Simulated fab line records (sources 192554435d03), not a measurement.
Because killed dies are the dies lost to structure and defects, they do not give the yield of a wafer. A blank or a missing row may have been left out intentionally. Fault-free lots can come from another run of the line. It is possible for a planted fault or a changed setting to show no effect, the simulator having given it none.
What tool caused it?	flow n5_finfet	21 wafers from 7 lots sampled at 8 of the route's 1938 steps

## WHAT EACH GAUGE READ, for each wafer
N5_BEOL_M10_CD_MEAS_18: pitch 140 nm, target cd 70 nm.
lot	measured	on	cd_nm (nm)
L751	day 11 16:29	cd_sem-02	70.0 69.9 69.9
L755	day 12 13:58	cd_sem-02	70.0 69.7 68.9
L754	day 12 17:43	cd_sem-01	69.4 69.8 70.0
L757	day 12 22:18	cd_sem-03	68.9 69.2 68.9
L758	day 13 06:14	cd_sem-02	70.3 69.6 69.9
L760	day 13 18:47	cd_sem-02	69.6 70.1 69.4
L769	day 15 21:19	cd_sem-01	69.6 70.2 69.1

N5_BEOL_M10_OCD_MEAS_38.
lot	measured	on	trench_depth_nm (nm)
L751	day 11 18:23	ocd-02	147.7 151.3 150.9
L755	day 12 16:24	ocd-01	151.8 150.6 150.3
L754	day 12 18:35	ocd-01	151.3 149.0 143.8
L757	day 12 23:19	ocd-02	149.9 143.8 206.2
L758	day 13 10:28	ocd-02	147.3 147.3 146.6
L760	day 13 21:25	ocd-02	148.3 146.9 148.5
L769	day 16 01:04	ocd-01	146.7 147.7 146.6

N5_BEOL_M10_THK_MEAS_53: measures by xrf.
lot	measured	on	M10_THK (nm)
L751	day 11 20:35	film_metro-01	142.6 146.5 146.2
L755	day 12 19:26	film_metro-01	145.5 145.1 143.9
L754	day 12 21:34	film_metro-02	147.2 143.9 139.4
L757	day 13 02:11	film_metro-02	145.2 141.0 206.3
L758	day 13 12:38	film_metro-01	139.6 141.6 140.7
L760	day 14 00:07	film_metro-01	141.4 140.1 144.4
L769	day 16 04:55	film_metro-02	142.4 142.3 142.2

N5_BEOL_M10_RS_MEAS_57: the measuring method here is four-point-probe.
lot	measured	on	M10_RS (ohm/sq)
L751	day 11 20:43	film_metro-02	0.1508 0.1463 0.1474
L755	day 12 19:34	film_metro-02	0.1477 0.1491 0.1501
L754	day 12 21:43	film_metro-02	0.1473 0.1508 0.1572
L757	day 13 02:19	film_metro-02	0.1501 0.1548 0.1028
L758	day 13 12:46	film_metro-02	0.1538 0.1506 0.1517
L760	day 14 00:14	film_metro-01	0.1518 0.1534 0.1495
L769	day 16 05:03	film_metro-02	0.1540 0.1534 0.1535

N5_BEOL_M15_RC_MEAS_101.
lot	measured	on	etest_temp_c (C)	COMB_M11 (S/m)	COMB_M12 (S/m)	COMB_M13 (S/m)	COMB_M14 (S/m)	COMB_M15 (S/m)	COMB_M15_max_site (S/m)	COMB_M5 (S/m)	COMB_M6 (S/m)	COMB_M7 (S/m)	COMB_M8 (S/m)	COMB_M9 (S/m)	SERP_M10 (ohm/um)	SERP_M10_max_site (ohm/um)	SERP_M11 (ohm/um)	SERP_M12 (ohm/um)	SERP_M13 (ohm/um)	SERP_M14 (ohm/um)	SERP_M5 (ohm/um)	SERP_M6 (ohm/um)	SERP_M6_max_site (ohm/um)	SERP_M7 (ohm/um)	SERP_M8 (ohm/um)	SERP_M9 (ohm/um)
L751	day 13 07:25	prober-02	24.78 24.84 24.92	1.52e-11 1.35e-11 1.38e-11	6.2e-12 7.4e-12 6.3e-12	8.7e-12 6.9e-12 5.4e-12	4.8e-12 4.2e-12 4.7e-12	3.4e-12 3.3e-12 2.8e-12	4.5e-12 4.7e-12 4e-12	2.8e-11 3.3e-11 4e-11	2.3e-11 2.7e-11 2.7e-11	2.9e-11 2.5e-11 2.7e-11	2.8e-11 3.8e-11 3e-11	1.7e-11 1.4e-11 1.3e-11	3.07 2.95 3.00	3.11 3.09 3.13	3.00 2.96 3.03	0.644 0.641 0.632	0.311 0.311 0.302	0.164 0.158 0.159	37.5 40.9 36.9	13.7 13.6 13.0	13.9 13.8 13.7	14.2 13.9 14.1	13.8 13.3 14.5	3.15 3.15 3.10
L755	day 14 10:59	prober-02	25.16 25.09 25.10	1.46e-11 1.24e-11 1.61e-11	6e-12 7.7e-12 6.9e-12	5.7e-12 6.4e-12 5.3e-12	4e-12 4.2e-12 3.6e-12	3.7e-12 3.7e-12 4.5e-12	5.2e-12 5.5e-12 7.3e-12	3.3e-11 3.6e-11 3e-11	2.9e-11 2.7e-11 2.5e-11	3.2e-11 2.5e-11 3.3e-11	2.7e-11 2.7e-11 3e-11	2.3e-11 1.9e-11 1.7e-11	3.01 3.06 3.12	3.05 3.16 3.18	3.26 3.11 3.19	0.639 0.636 0.645	0.305 0.308 0.313	0.159 0.164 0.162	38.4 41.3 40.0	14.1 13.9 13.9	14.4 15.4 14.2	14.1 14.5 14.3	13.7 14.5 13.4	3.25 3.13 3.09
L754	day 14 08:46	prober-01	24.89 24.88 24.90	1.23e-11 1.45e-11 1.57e-11	5.3e-12 5.2e-12 3.7e-12	4.4e-12 3.2e-12 4.6e-12	4e-12 2.8e-12 2.5e-12	2.9e-12 1.9e-12 2.7e-12	3.3e-12 2.5e-12 3.9e-12	2.4e-11 2.6e-11 2.5e-11	2.2e-11 2.3e-11 2.7e-11	2.2e-11 2e-11 2.2e-11	2.7e-11 2.8e-11 3.2e-11	1.3e-11 1.3e-11 1.5e-11	3.07 3.09 3.24	3.18 3.17 3.33	3.14 3.04 3.19	0.622 0.633 0.612	0.312 0.300 0.313	0.160 0.158 0.157	39.2 38.5 38.5	13.3 13.7 13.7	13.7 14.2 14.1	14.3 14.8 14.5	13.3 14.3 13.9	3.10 3.19 3.15
L757	day 14 16:26	prober-02	24.97 24.92 25.14	1.49e-11 1.51e-11 1.91e-11	5.6e-12 6.1e-12 6e-12	4.2e-12 4.3e-12 6.5e-12	3.6e-12 5.1e-12 3.1e-12	3.3e-12 3.4e-12 3.5e-12	3.9e-12 5e-12 5.4e-12	3.8e-11 5e-11 3.7e-11	2.8e-11 2.4e-11 2.6e-11	3.3e-11 2.6e-11 2.2e-11	2.7e-11 3.1e-11 2.4e-11	1.3e-11 1.6e-11 2e-11	3.09 3.25 2.13	3.17 3.28 2.18	3.10 3.16 3.11	0.660 0.663 0.676	0.303 0.305 0.302	0.160 0.165 0.158	40.7 40.6 37.8	14.1 14.1 14.4	15.0 15.1 15.0	13.6 14.1 13.7	13.4 12.9 13.5	3.09 3.12 3.18
L758	day 15 00:20	prober-02	25.31 25.03 24.91	1.26e-11 1.39e-11 1.94e-11	7.7e-12 7e-12 9e-12	7.9e-12 6.2e-12 6.6e-12	4.1e-12 4.4e-12 4.3e-12	3.3e-12 3.2e-12 3e-12	4.8e-12 4.5e-12 3.8e-12	2.3e-11 2.5e-11 3.7e-11	2.6e-11 2.3e-11 2.1e-11	2.3e-11 3.2e-11 2.7e-11	2.9e-11 2.9e-11 2.9e-11	1.1e-11 1.2e-11 1.6e-11	3.09 3.07 3.08	3.18 3.21 3.11	3.01 3.05 3.12	0.640 0.640 0.649	0.301 0.311 0.308	0.166 0.163 0.162	37.8 40.1 38.8	12.9 13.3 13.6	13.2 13.8 14.7	14.6 13.6 13.6	13.7 13.5 13.6	3.07 2.98 2.96
L760	day 15 11:19	prober-01	25.12 25.08 25.24	1.34e-11 1.38e-11 1.69e-11	6.9e-12 4.7e-12 4.6e-12	5.1e-12 3.7e-12 3.9e-12	2.2e-12 4.9e-12 3.4e-12	2.7e-12 2.3e-12 2.7e-12	4.2e-12 3.1e-12 4.1e-12	4.9e-11 4.4e-11 3e-11	2.8e-11 2e-11 2.4e-11	2.2e-11 2.2e-11 2.6e-11	2.5e-11 2e-11 3e-11	2.3e-11 1.8e-11 1.6e-11	3.15 3.15 3.07	3.24 3.20 3.12	2.96 3.12 3.06	0.637 0.633 0.631	0.310 0.304 0.302	0.162 0.164 0.162	37.9 37.5 39.0	14.6 15.0 13.0	15.4 15.5 13.4	13.1 13.8 13.9	13.9 14.0 13.7	2.97 3.15 3.05
L769	day 17 13:16	prober-01	25.28 25.09 25.13	1.46e-11 1.58e-11 1.56e-11	5.7e-12 7.6e-12 5.3e-12	5e-12 4.4e-12 3.4e-12	4e-12 3.7e-12 4.7e-12	2.5e-12 1.6e-12 3.9e-12	3.4e-12 2.4e-12 5.9e-12	4.2e-11 6.1e-11 4.4e-11	4.7e-11 3.3e-11 3.2e-11	2.2e-11 2.1e-11 2.6e-11	2.6e-11 2.8e-11 2.7e-11	1.7e-11 1.3e-11 1.3e-11	3.16 3.08 3.14	3.21 3.21 3.18	2.90 3.11 3.05	0.653 0.624 0.622	0.308 0.306 0.303	0.163 0.156 0.165	37.1 39.8 42.2	14.3 13.8 14.0	14.8 14.5 14.4	14.4 14.5 14.0	14.1 14.2 14.2	3.17 3.05 3.09

## EACH LOT AND THE TOOL THAT RAN IT (in order: tool; ch and the chambers of the sampled wafers; start)
lot	N5_BEOL_M10_DESCUM_33	N5_BEOL_M10_TRENCH_ETCH_37	N5_BEOL_M10_CURE_72
L751	rie_diel-04 ch 1,3, day 11 17:54	rie_diel-04 ch 1,3, day 11 18:13	uv_cure-01 ch 1, day 11 18:40
L755	rie_diel-03 ch 0,3, day 12 15:55	rie_diel-03 ch 0,3, day 12 16:13	uv_cure-02 ch 0, day 12 16:55
L754	rie_diel-03 ch 1,2,3, day 12 18:05	rie_diel-03 ch 1,2,3, day 12 18:23	uv_cure-01 ch 0, day 12 18:52
L757	rie_diel-03 ch 0,2, day 12 22:49	rie_diel-03 ch 0,2, day 12 23:08	uv_cure-02 ch 0, day 12 23:43
L758	rie_diel-04 ch 0,1, day 13 09:58	rie_diel-04 ch 0,1, day 13 10:17	uv_cure-01 ch 2, day 13 10:43
L760	rie_diel-01 ch 0,1,2, day 13 20:55	rie_diel-01 ch 0,1,2, day 13 21:14	uv_cure-02 ch 2, day 13 21:48
L769	rie_diel-04 ch 0,1, day 16 00:35	rie_diel-04 ch 0,1, day 16 00:53	uv_cure-02 ch 2, day 16 01:16
- N5_BEOL_M10_DESCUM_33: chemistry O2, time 7.9 s.
- N5_BEOL_M10_TRENCH_ETCH_37: etches SiCOH lowk in C4F6/O2, target depth 148.83 nm, time 48 s.
- N5_BEOL_M10_CURE_72: cures SiCOH lowk, time 120 s.

## AS READ BY THE TOOLS THEMSELVES (means over the sampled wafers that have a number; for cases with no such wafer, the mark the record gives instead)
N5_BEOL_M10_DESCUM_33.
lot	tool	drypump_motor_current_A (A)	o2_flow_sccm (sccm)	oes_product_au (a.u.)	rf_vpp_V (V)	showerhead_plenum_p_Torr (Torr)	throttle_valve_pct (%)
L751	rie_diel-04	5.9	225.4	0.85	243.6	2.09	20.35
L755	rie_diel-03	5.7	226.1	0.97	242.9	2.11	20.06
L754	rie_diel-03	6.0	225.3	0.84	242.7	2.05	20.39
L757	rie_diel-03	5.7	225.8	0.77	242.3	2.09	20.45
L758	rie_diel-04	5.5	224.8	0.87	243.9	2.09	20.29
L760	rie_diel-01	6.3	224.5	0.74	243.8	2.11	20.51
L769	rie_diel-04	5.6	225.0	0.77	242.6	2.12	20.53

N5_BEOL_M10_TRENCH_ETCH_37.
lot	tool	drypump_motor_current_A (A)	oes_f_703_au (a.u.)	oes_product_au (a.u.)	rf_vpp_V (V)	showerhead_plenum_p_Torr (Torr)	throttle_valve_pct (%)
L751	rie_diel-04	6.0	0.84	0.85	659	2.84	20.86
L755	rie_diel-03	5.7	0.95	0.97	663	2.87	20.59
L754	rie_diel-03	6.0	0.83	0.84	668	2.79	20.88
L757	rie_diel-03	5.7	0.76	0.83	662	2.84	20.95
L758	rie_diel-04	5.5	0.85	0.86	669	2.84	20.78
L760	rie_diel-01	6.3	0.73	0.74	671	2.88	21.09
L769	rie_diel-04	5.6	0.76	0.77	668	2.88	21.03

N5_BEOL_M10_CURE_72.
lot	tool	lamp_power_pct (%)	wafer_temp_C_max
L751	uv_cure-01	52.35	371.0
L755	uv_cure-02	52.32	371.4
L754	uv_cure-01	52.28	371.0
L757	uv_cure-02	52.31	371.9
L758	uv_cure-01	52.34	371.6
L760	uv_cure-02	52.27	372.0
L769	uv_cure-02	52.24	371.6

## THE ANSWER, worked out from the rows above alone
Rule: what is usual is taken from the lots themselves. Put in order of their means at a reading, lots are off if they are a third of the lots or fewer, leave a main group of 4 or more, and stand apart from it by a gap of 3 or more times the standard deviation of the main group's means; of several such gaps the widest counts. A main group is skipped when, at the precision printed for the reading in the tables above, its means are all equal. A lot without any number at a reading at which 4 lots or more have one is off too. All remaining lots with rows at the step are treated as sound. Order of review: gauges by route order, followed by the tools' own readings, for which a lot's mean as printed above is used. The first step at which some lot is off is used, and at that step the reading that is off furthest; a lot without a number counts as furthest.
Off: L757, at N5_BEOL_M10_CD_MEAS_18 (cd_nm). Mean 69.7 nm and standard deviation 0.15 in the main group.
A tool fits if, at a process step before that reading, it ran every lot that is off, and no sound lot after the first of them. The gauges at N5_BEOL_M10_CD_MEAS_18 aren't tried: what is off there is off at N5_BEOL_M10_OCD_MEAS_38 too, on other tools, and a gauge's error can't cause that. No candidate that was tried fits.

## WHAT WAS PUT IN BY THE SIMULATOR
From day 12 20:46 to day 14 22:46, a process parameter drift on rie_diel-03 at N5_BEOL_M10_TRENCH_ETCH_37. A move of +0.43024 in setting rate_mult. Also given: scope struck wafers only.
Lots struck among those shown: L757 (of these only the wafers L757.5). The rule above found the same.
